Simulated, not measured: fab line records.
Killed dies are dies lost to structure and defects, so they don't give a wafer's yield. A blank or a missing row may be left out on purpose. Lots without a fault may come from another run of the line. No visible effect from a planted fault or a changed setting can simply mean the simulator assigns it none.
fab line records	flow nandHarc
record lots=5	wafers=15	lastDay=24
route steps=1159 shown P_START@1 P_ZERO_WELL@2 P_STI@85 END@1159
lots that met no fault: from a run of the same line without faults
startH: the number of hours between the record's first day and the start of the first shown wafer of the lot	waitH: how many hours have passed since the lot's step before this one	" same as the row above	L1.1+2: one row covering several wafers at once	- no value present, or no start provided	* or withheld: withheld	< > ~ a bound
route shown NAME@n: a module of which the file shows steps, and the number in the route of the first	usual: mean/standard deviation of fault-free wafers	same: alike in all rows	chamber/n: place in a boat	sites: readings site by site	_std_site: standard deviation across them	_edge_site: mean of outer sites minus mean of inner sites	radiusMm: for every site, how far away it sits from the centre of the wafer	mask NAME#n: copy n	behind: the tool/chamber that last shaped the wafer	hold: why the lot went on hold/how many hours it stayed there/how the hold came to an end	device: which transistor (n, p or np) failed to switch	end of line: tests of these same wafers at the route's end	a step without rows: its recipe alone	killed: count of dies lost to structure and defects at first sort (not the wafer's yield)	map: a wafer's dies, x killed, . not, _ none there
set.NAME: setting as actually run; set.NAME@STEP: the setting as run at that earlier step	model.NAME: the simulator's own value behind a step, which no gauge read
lots at selected steps of the route; one table per step, one row per wafer
services: the hour from which a tool's chamber was out of use, counted from the record's first day as startH (under 0 if before that day), plus the number of hours and why
## steps
# step NHARC_P_START_INSPECT_01
# usual rawDefectCount=3.5/2.2
lot.wafer	tool	chamber	startH	waitH	rawDefectCount
L523.2	defectInspect-02	-	24.04	-	4
L523.4	"	-	"	"	2
L523.5	"	-	"	"	5
L525.3	defectInspect-02	-	36.04	-	6
L525.5	"	-	"	"	4
L525.6	"	-	"	"	4
L527.2	defectInspect-02	-	48.04	-	2
L527.3	"	-	"	"	1
L527.4	"	-	"	"	2
L531.3	defectInspect-01	-	72.04	-	1
L531.4	"	-	"	"	4
L531.5	"	-	"	"	3
L539.1	defectInspect-01	-	120.04	-	4
L539.3	"	-	"	"	3
L539.6	"	-	"	"	2
# step NHARC_P_ZERO_WELL_PRECLEAN_00
# recipe timeS=600	tempC=120	chemistry=SPM
# usual bathHeatDutyPct=13.6/1.5
lot.wafer	tool	chamber	startH	waitH	bathHeatDutyPct
L523.4	wetBench-02	4	24.13	0.1	12.4
L523.5	"	6	"	"	13.3
L523.2	"	1	"	"	15.0
L525.6	wetBench-04	4	36.12	0.1	13.4
L525.3	"	7	"	"	12.9
L525.5	"	1	"	"	13.7
L527.4	wetBench-01	1	48.13	0.1	12.4
L527.3	"	3	"	"	13.6
L527.2	"	6	"	"	11.7
L531.5	wetBench-02	0	72.13	0.1	16.2
L531.3	"	1	"	"	16.0
L531.4	"	3	"	"	12.4
L539.6	wetBench-02	0	120.13	0.1	16.7
L539.3	"	1	"	"	14.5
L539.1	"	4	"	"	11.6
# step NHARC_P_ZERO_WELL_SRD_01
# step NHARC_P_ZERO_WELL_PECVD_02
# recipe targetThkA=100	tempC=400	pressureTorr=6.5	rfW=withheld	teosFlowSccm=withheld	flowSccm=2650	targetThkNm=10	gas=O2	material=SiO2
# step NHARC_P_ZERO_WELL_DEHYDRATE_03
# recipe tempC=150	timeS=120
# step NHARC_P_ZERO_WELL_HMDS_04
# recipe timeS=30
# step NHARC_P_ZERO_WELL_COAT_64
# recipe tempC=200	timeS=65
# step NHARC_P_ZERO_WELL_COAT_05
# recipe spinRpm=2000	resistThkNm=600
# step NHARC_P_ZERO_WELL_SOFTBAKE_06
# recipe tempC=125	timeS=70
# step NHARC_P_ZERO_WELL_EBR_07
# step NHARC_P_ZERO_WELL_EXPOSE_08
# recipe na=0.55	targetCdNm=500	doseMj=33.8	maskId=P_ZERO
# step NHARC_P_ZERO_WELL_PEB_09
# recipe pebTempC=128	pebTimeS=80
# step NHARC_P_ZERO_WELL_DEVELOP_10
# recipe timeS=50	devTempC=22
# step NHARC_P_ZERO_WELL_CD_MEAS_11
# recipe targetCdNm=500	landingEnergyEv=500
# usual cdNm=500.2/2.6
lot.wafer	tool	chamber	startH	waitH	cdNm
L523.2	cdSem-03	0	25.24	-	499.9
L523.4	"	0	"	"	501.5
L523.5	"	0	"	"	501.7
L525.3	cdSem-01	0	37.24	-	499.4
L525.5	"	0	"	"	498.9
L525.6	"	0	"	"	498.0
L527.2	cdSem-03	0	49.18	-	499.6
L527.3	"	0	"	"	502.4
L527.4	"	0	"	"	502.0
L531.3	cdSem-02	0	73.15	-	501.0
L531.4	"	0	"	"	503.2
L531.5	"	0	"	"	502.1
L539.1	cdSem-03	0	121.42	-	504.3
L539.3	"	0	"	"	498.3
L539.6	"	0	"	"	501.3
# step NHARC_P_ZERO_WELL_HARDBAKE_12
# recipe tempC=118	timeS=65
# step NHARC_P_ZERO_WELL_DESCUM_13
# recipe timeS=3	o2FlowSccm=200	arFlowSccm=0	biasPowerW=0	chemistry=O2
# usual drypumpMotorCurrentA=5.84/0.29	oesProductAu=1.001/0.013	rfVppV=57.8/0.88	showerheadPlenumPTorr=1.92/0.09	throttleValvePct=11.311/0.0099
lot.wafer	tool	chamber	startH	waitH	drypumpMotorCurrentA	oesProductAu	rfHoursCounterH	rfVppV	showerheadPlenumPTorr	throttleValvePct
L523.2	rieDiel-09	0	25.41	-	5.81	1.007	9	58.7	2.07	11.311
L523.4	"	1	"	"	5.62	1.009	8	57.3	1.84	11.313
L523.5	"	1	"	"	5.61	1.007	-	57.4	1.84	11.326
L525.3	rieDiel-07	2	37.40	-	6.09	1.013	11	58.2	1.93	11.310
L525.5	"	1	"	"	5.98	1.017	-	57.2	1.84	11.297
L525.6	"	2	"	"	6.06	1.007	-	57.9	1.93	11.316
L527.2	rieDiel-01	1	49.34	-	5.41	1.001	5	58.5	1.96	11.307
L527.3	"	0	"	"	6.09	1.001	5	58.3	2.01	11.318
L527.4	"	0	"	"	6.09	1.007	-	58.2	2.01	11.334
L531.4	rieDiel-07	3	73.31	-	6.25	1.001	1	56.6	1.79	11.325
L531.3	"	0	"	"	5.60	0.991	1	57.5	1.91	11.307
L531.5	"	0	"	"	5.62	1.014	-	57.6	1.91	11.327
L539.3	rieDiel-09	1	121.58	-	5.62	1.008	4	57.4	1.84	11.332
L539.1	"	0	"	"	5.76	1.024	3	57.3	2.06	11.314
L539.6	"	1	"	"	5.61	1.005	-	57.2	1.84	11.305
# step NHARC_P_ZERO_WELL_ETCH_65
# recipe targetDepthA=800	overetchA=240	timeS=87.88	ionEnergyEv=200	n2FlowSccm=150	h2FlowSccm=150	arFlowSccm=0	rfW=400	biasW=150	chemistry=N2/H2
# usual drypumpMotorCurrentA=5.83/0.29	oesProductAu=1.003/0.012	rfVppV=430.7/2.8	showerheadPlenumPTorr=2.05/0.099	throttleValvePct=14.171/0.0082
lot.wafer	tool	chamber	startH	waitH	drypumpMotorCurrentA	oesProductAu	rfHoursCounterH	rfVppV	showerheadPlenumPTorr	throttleValvePct
L523.2	rieDiel-09	0	25.51	0.1	5.81	1.018	9	434.3	2.21	14.178
L523.4	"	1	"	"	5.61	1.013	8	427.3	1.96	14.179
L523.5	"	2	"	"	5.73	0.990	-	430.6	1.98	14.181
L525.3	rieDiel-07	2	37.49	0.1	6.09	1.003	11	430.0	2.06	14.169
L525.6	"	3	"	"	6.27	1.008	-	426.4	1.90	14.175
L525.5	"	0	"	"	5.63	0.996	-	431.2	2.04	14.177
L527.2	rieDiel-01	0	49.45	0.1	6.09	1.004	5	433.0	2.14	14.168
L527.3	"	1	"	"	5.37	1.003	5	432.2	2.09	14.157
L527.4	"	3	"	"	5.84	0.976	-	431.1	2.04	14.176
L531.4	rieDiel-07	1	73.40	0.1	5.97	1.004	2	427.5	1.96	14.164
L531.3	"	2	"	"	6.11	0.985	2	431.9	2.06	14.182
L531.5	"	0	"	"	5.63	0.996	-	431.3	2.04	14.172
L539.1	rieDiel-09	1	121.66	0.1	5.60	1.007	4	428.0	1.96	14.168
L539.3	"	0	"	"	5.83	1.017	3	435.4	2.20	14.160
L539.6	"	2	"	"	5.71	0.990	-	428.1	1.98	14.166
# step NHARC_P_ZERO_WELL_ETCH_62
# recipe targetDepthA=130	timeS=6.5	chf3FlowSccm=50	arFlowSccm=200	rfW=500	biasW=200	chemistry=CHF3/Ar
# usual drypumpMotorCurrentA=5.84/0.29	oesProductAu=0.966/0.018	rfVppV=370.7/2.5	showerheadPlenumPTorr=2.35/0.11	throttleValvePct=20.216/0.0099
lot.wafer	tool	chamber	startH	waitH	drypumpMotorCurrentA	oesProductAu	rfHoursCounterH	rfVppV	showerheadPlenumPTorr	throttleValvePct
L523.4	rieDiel-09	0	-	-	5.82	0.971	9	372.5	2.52	20.225
L523.2	"	1	"	"	5.61	0.984	8	368.3	2.26	20.224
L523.5	"	3	"	"	5.32	0.978	-	373.7	2.52	20.220
L525.3	rieDiel-07	3	-	-	6.29	0.998	12	365.8	2.20	20.220
L525.6	"	3	"	"	6.28	0.979	-	366.7	2.20	20.216
L525.5	"	0	"	"	5.65	0.970	-	369.3	2.35	20.226
L527.3	rieDiel-01	3	-	-	5.84	0.940	6	370.7	2.34	20.209
L527.2	"	0	"	"	6.07	0.957	5	372.9	2.45	20.215
L527.4	"	3	"	"	5.83	0.922	-	370.9	2.34	20.222
L531.4	rieDiel-07	2	-	-	6.09	0.963	2	371.4	2.37	20.228
L531.3	"	3	"	"	6.26	0.957	1	365.9	2.20	20.218
L531.5	"	0	"	"	5.62	0.971	-	371.0	2.34	20.223
L539.1	rieDiel-09	2	-	-	5.70	0.953	3	369.2	2.28	20.198
L539.3	"	3	"	"	5.33	0.972	2	374.8	2.52	20.208
L539.6	"	1	"	"	5.58	0.974	-	368.9	2.26	20.201
# step NHARC_P_ZERO_WELL_ETCH_63
# recipe targetDepthA=1200	timeS=40.1	hbrFlowSccm=150	cl2FlowSccm=50	rfW=400	icpW=400	biasW=100	chemistry=HBr/Cl2
# usual drypumpMotorCurrentA=5.8/0.3	heBacksideLeakSccm=2.7/0.31	oesProductAu=0.995/0.021	throttleValvePct=26.406/0.0099
lot.wafer	tool	chamber	startH	waitH	drypumpMotorCurrentA	heBacksideLeakSccm	oesProductAu	rfHoursCounterH	throttleValvePct
L523.4	rieSi-03	0	25.67	-	5.2	2.5	0.982	0.4	26.424
L523.2	"	1	"	"	6.2	3.0	0.955	0.4	26.415
L523.5	"	0	"	"	5.3	2.5	0.980	-	26.393
L525.3	rieSi-04	2	37.69	-	6.1	2.9	0.997	0.9	26.398
L525.5	"	3	"	"	5.7	2.4	1.012	-	26.418
L525.6	"	0	"	"	5.9	2.4	1.017	-	26.426
L527.3	rieSi-03	3	49.65	-	5.5	2.6	0.961	0.5	26.400
L527.4	"	0	"	"	5.2	2.5	0.973	0.6	26.413
L527.2	"	1	"	"	6.2	2.6	0.970	0.6	26.396
L531.4	rieSi-03	2	73.58	-	5.9	3.0	1.005	0.9	26.398
L531.3	"	3	"	"	5.5	2.5	0.958	0.8	26.398
L531.5	"	2	"	"	5.9	2.9	1.012	-	26.386
L539.1	rieSi-04	2	121.84	-	6.0	3.0	0.998	0.1	26.401
L539.3	"	0	"	"	5.9	2.5	1.013	0.1	26.412
L539.6	"	3	"	"	5.7	2.4	1.027	-	26.422
# step NHARC_P_ZERO_WELL_STRIP_15
# recipe timeS=900	tempC=130	chemistry=SPM
# step NHARC_P_ZERO_WELL_DEHYDRATE_16
# recipe tempC=150	timeS=120
# step NHARC_P_ZERO_WELL_HMDS_17
# recipe timeS=30
# step NHARC_P_ZERO_WELL_COAT_18
# recipe spinRpm=withheld
# step NHARC_P_ZERO_WELL_SOFTBAKE_19
# recipe tempC=122	timeS=95
# step NHARC_P_ZERO_WELL_EBR_20
# step NHARC_P_ZERO_WELL_EXPOSE_21
# recipe na=0.6	targetCdNm=720	doseMj=22.31	maskId=P_NWELL
# step NHARC_P_ZERO_WELL_PEB_22
# recipe pebTempC=118	pebTimeS=85
# step NHARC_P_ZERO_WELL_DEVELOP_23
# recipe timeS=70
# step NHARC_P_ZERO_WELL_CD_MEAS_24
# recipe targetCdNm=720	landingEnergyEv=500
# usual cdNm=718.6/2
lot.wafer	tool	chamber	startH	waitH	cdNm
L523.2	cdSem-02	0	26.61	-	714.7
L523.4	"	0	"	"	718.8
L523.5	"	0	"	"	714.2
L525.3	cdSem-03	0	38.58	-	720.5
L525.5	"	0	"	"	718.9
L525.6	"	0	"	"	720.0
L527.2	cdSem-01	0	50.45	-	713.3
L527.3	"	0	"	"	719.8
L527.4	"	0	"	"	716.9
L531.3	cdSem-03	0	74.52	-	720.4
L531.4	"	0	"	"	717.4
L531.5	"	0	"	"	719.2
L539.1	cdSem-01	0	122.76	-	716.2
L539.3	"	0	"	"	717.8
L539.6	"	0	"	"	716.6
# step NHARC_P_ZERO_WELL_HARDBAKE_25
# recipe tempC=125	timeS=80
# step NHARC_P_ZERO_WELL_DESCUM_26
# recipe timeS=3	o2FlowSccm=200	arFlowSccm=0	biasPowerW=0	chemistry=O2
# usual drypumpMotorCurrentA=5.84/0.28	oesProductAu=1.001/0.013	rfVppV=57.9/0.95	showerheadPlenumPTorr=1.92/0.085	throttleValvePct=11.311/0.0087
lot.wafer	tool	chamber	startH	waitH	drypumpMotorCurrentA	oesProductAu	rfHoursCounterH	rfVppV	showerheadPlenumPTorr	throttleValvePct
L523.4	rieDiel-07	3	26.80	-	6.30	1.022	11	55.7	1.79	11.321
L523.2	"	0	"	"	5.64	0.985	10	58.2	1.91	11.323
L523.5	"	2	"	"	6.05	1.006	-	59.0	1.93	11.312
L525.3	rieDiel-07	2	38.76	-	6.07	1.010	11	56.9	1.93	11.304
L525.5	"	1	"	"	5.96	1.014	-	58.0	1.84	11.304
L525.6	"	2	"	"	6.05	1.006	-	58.3	1.93	11.324
L527.2	rieDiel-07	0	50.61	-	5.64	0.997	12	59.1	1.91	11.318
L527.4	"	1	"	"	5.97	1.016	12	57.4	1.84	11.307
L527.3	"	3	"	"	6.27	1.016	14	57.0	1.79	11.310
L531.4	rieDiel-09	2	74.70	-	5.71	1.006	10	57.1	1.86	11.303
L531.3	"	3	"	"	5.33	1.011	11	57.9	2.06	11.314
L531.5	"	2	"	"	5.72	0.983	-	58.4	1.86	11.314
L539.1	rieDiel-01	0	122.92	-	6.08	0.998	10	58.7	2.01	11.312
L539.3	"	1	"	"	5.38	0.985	9	58.1	1.96	11.302
L539.6	"	1	"	"	5.39	0.986	-	58.4	1.96	11.316
# step NHARC_P_ZERO_WELL_INSPECT_43
# usual rawDefectCount=13/6
lot.wafer	tool	chamber	startH	waitH	rawDefectCount
L523.2	defectInspect-02	-	31.78	0.5	11
L523.4	"	-	"	"	14
L523.5	"	-	"	"	12
L525.3	defectInspect-01	-	43.56	0.4	12
L525.5	"	-	"	"	14
L525.6	"	-	"	"	6
L527.2	defectInspect-02	-	55.47	0.5	15
L527.3	"	-	"	"	16
L527.4	"	-	"	"	13
L531.3	defectInspect-01	-	79.50	0.4	18
L531.4	"	-	"	"	19
L531.5	"	-	"	"	6
L539.1	defectInspect-01	-	127.89	0.6	10
L539.3	"	-	"	"	16
L539.6	"	-	"	"	33
# step NHARC_P_STI_INSPECT_11
# usual rawDefectCount=5.5/2.6
lot.wafer	tool	chamber	startH	waitH	rawDefectCount
L523.2	defectInspect-01	-	50.72	0.0	3
L523.4	"	-	"	"	15
L523.5	"	-	"	"	2
L525.3	defectInspect-02	-	60.55	0.0	1
L525.5	"	-	"	"	6
L525.6	"	-	"	"	3
L527.2	defectInspect-01	-	75.51	0.0	2
L527.3	"	-	"	"	3
L527.4	"	-	"	"	6
L531.3	defectInspect-01	-	92.69	0.0	2
L531.4	"	-	"	"	6
L531.5	"	-	"	"	5
L539.1	defectInspect-02	-	143.39	0.0	6
L539.3	"	-	"	"	9
L539.6	"	-	"	"	32
# step NHARC_END_SORT_01
# recipe tempC=25
# usual killedAtArray=24/8.7	killedAtOther=0.8/1.2	killedAtPeriphery=3.6/2.3	killedDies=28/8.9	killedOpen=3.2/1.9	killedShort=2.0/1.6
# same grossDies=677
lot.wafer	tool	chamber	startH	waitH	killedAtArray	killedAtOther	killedAtPeriphery	killedDies	killedOpen	killedShort
L539.6	prober-01	0	573.54	4.0	12	1	24	37	0	2
# killed by level:class
L539.6 P_ZERO_WELL:unspecified=19 A_CHANNEL_HOLE_D1:chamberFilmFlake=7 P_STI:chamberFilmFlake=2 P_GATE:chamberFilmFlake=2 A_CONTACT:chamberFilmFlake=2 A_CHANNEL_HOLE_D1:geometricParticle:short=1 A_WL_FILL:geometricParticle:short=1 P_M2:chamberFilmFlake=1
# map L539.6 (x killed, . not)
____________.____________
_________......._________
_______..........._______
______.............______
_____..............._____
____.................____
____.................____
___...................___
___...................___
__..........x..........__
__.....................__
_......................._
_...........x..........._
_..............x........_
_..............x..x....._
_............x..x......._
..............x..........
.............x...........
........xx......x........
.........................
.........................
_.....x...x............._
_.x................xx.x._
_..................xx..._
_................x...x.._
_.................x..x.x_
__..................xxx__
__................xxx.x__
___...x...........x.x.___
___.................x.___
____..x..............____
____.................____
_____..............._____
______.............______
_______..........._______
_________......._________
____________.____________
# map L523.4 (x killed, . not)
____________.____________
_________.x....._________
_______..........._______
______.............______
_____.....x........._____
____.................____
____.................____
___...................___
___...............x...___
__.....................__
__..xxx......x.........__
_x.....................x_
_............x.........._
_...........x...x......._
_............x...x......_
_.........x............._
.........................
.........................
.........................
.........................
.........................
_..............x........_
_......................._
_......................._
_.x....................._
_...x..................._
__....x................__
__........x...........x__
___...................___
___..........x........___
____...x.............____
____.x...............____
_____x.x............_____
______xxx..........______
_______x.........._______
_________......._________
____________.____________
## services
tool	chamber	startH	hours	kind
wetBench-02	-	4.00	8.0	pm
rieDiel-07	0	5.73	-	clean
rieDiel-07	1	5.73	-	clean
rieDiel-07	2	5.73	-	clean
rieDiel-09	-	9.60	0.7	repair
rieDiel-07	2	15.70	7.7	repair
rieSi-04	0	22.31	2.2	repair
rieSi-04	-	25.65	0.5	repair
rieDiel-01	2	34.16	6.6	repair
wetBench-01	-	35.76	1.5	repair
wetBench-01	-	37.60	8.0	pm
rieDiel-09	1	42.56	4.5	repair
rieDiel-07	3	43.39	5.4	repair
rieDiel-01	2	43.56	7.0	repair
wetBench-02	-	49.07	3.1	repair
rieDiel-07	-	51.20	9.0	pm
rieDiel-07	0	76.63	3.3	repair
rieDiel-09	-	77.10	9.0	pm
rieDiel-01	2	95.14	6.2	repair
rieSi-04	-	99.00	9.0	pm
rieDiel-07	3	100.00	7.4	repair
rieDiel-07	1	109.51	13.7	repair
wetBench-02	-	110.66	2.3	repair
rieDiel-07	0	112.30	3.6	repair
## key
firstSign step=NHARC_P_ZERO_WELL_INSPECT_43	reading=rawDefectCount	direction=up	sigmas=3.3	usual=13	struck=33
effect step=NHARC_P_STI_INSPECT_11	reading=rawDefectCount	direction=up	sigmas=10	usual=5.5	struck=32
effect step=NHARC_END_SORT_01	reading=killedAtPeriphery	direction=up	sigmas=8.8	usual=3.6	struck=24
moreKillsBornAt NHARC_P_ZERO_WELL_PRECLEAN_00@wetBench-02=19
metAt NHARC_P_ZERO_WELL_PRECLEAN_00
struckWafers L539.6
testerLeftOut L539
onsetBetween 72.13 120.13
fault kind=chamberParticleSource	tool=wetBench-02	chamber=0	onsetH=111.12	steps=NHARC_P_ZERO_WELL_PRECLEAN_00	ratePerVisitCm2=0.056589	endH=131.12
# testerLeftOut: of these lots the tester's yield and bins aren't shown, on N5 and GAA mostly nor the transistor test; their killed dies are dies lost to structure and defects alone, not to doping, threshold or leakage, so they don't give the yield
